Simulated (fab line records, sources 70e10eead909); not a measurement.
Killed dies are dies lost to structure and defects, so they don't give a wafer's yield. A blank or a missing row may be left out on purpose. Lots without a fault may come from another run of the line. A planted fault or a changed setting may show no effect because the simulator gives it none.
Which tool did it? | flow nand_harc | 10 lots, 30 wafers sampled, at 1 step of a route of 1302

WHAT THE GAUGES READ, wafer by wafer
NHARC_A_DECK1_JOINT_THK_MEAS_17: measures by ellipsometry.
lot  | measured     | on            | thk_nm (nm)
L074 | day 11 14:13 | film_metro-02 | 44.1 45.0 44.0
L078 | day 12 20:31 | film_metro-01 | 45.7 45.5 45.4
L082 | day 15 02:39 | film_metro-01 | 42.6 42.0 45.7
L083 | day 15 09:10 | film_metro-02 | 45.7 46.6 45.5
L085 | day 15 21:44 | film_metro-01 | 44.3 45.0 46.2
L087 | day 16 16:46 | film_metro-02 | 45.2 41.7 44.7
L089 | day 17 05:18 | film_metro-01 | 45.6 45.8 45.4
L091 | day 18 11:33 | film_metro-02 | 45.4 45.5 46.3
L093 | day 19 09:44 | film_metro-01 | 46.0 44.6 48.1
L096 | day 20 08:57 | film_metro-01 | 42.1 43.1 44.9

WHICH TOOL RAN EACH LOT (tool, then ch and the chambers of the sampled wafers, then the start)
The record holds no process step before these readings.

THE ANSWER, worked out from the rows above alone
Rule: what is usual is taken from the lots themselves. Put in order of their means at a reading, lots are off if they are a third of the lots or fewer, leave a main group of 4 or more, and stand apart from it by a gap of 3 or more times the standard deviation of the main group's means; of several such gaps the widest counts. A main group whose means are all the same, to the digits that the tables above print for the reading, isn't used. A lot without any number at a reading at which 4 lots or more have one is off too. The other lots that the step has rows for count as sound.
No lot is off at any reading shown: from this, nothing can be told.

WHAT THE SIMULATOR HAD PUT IN
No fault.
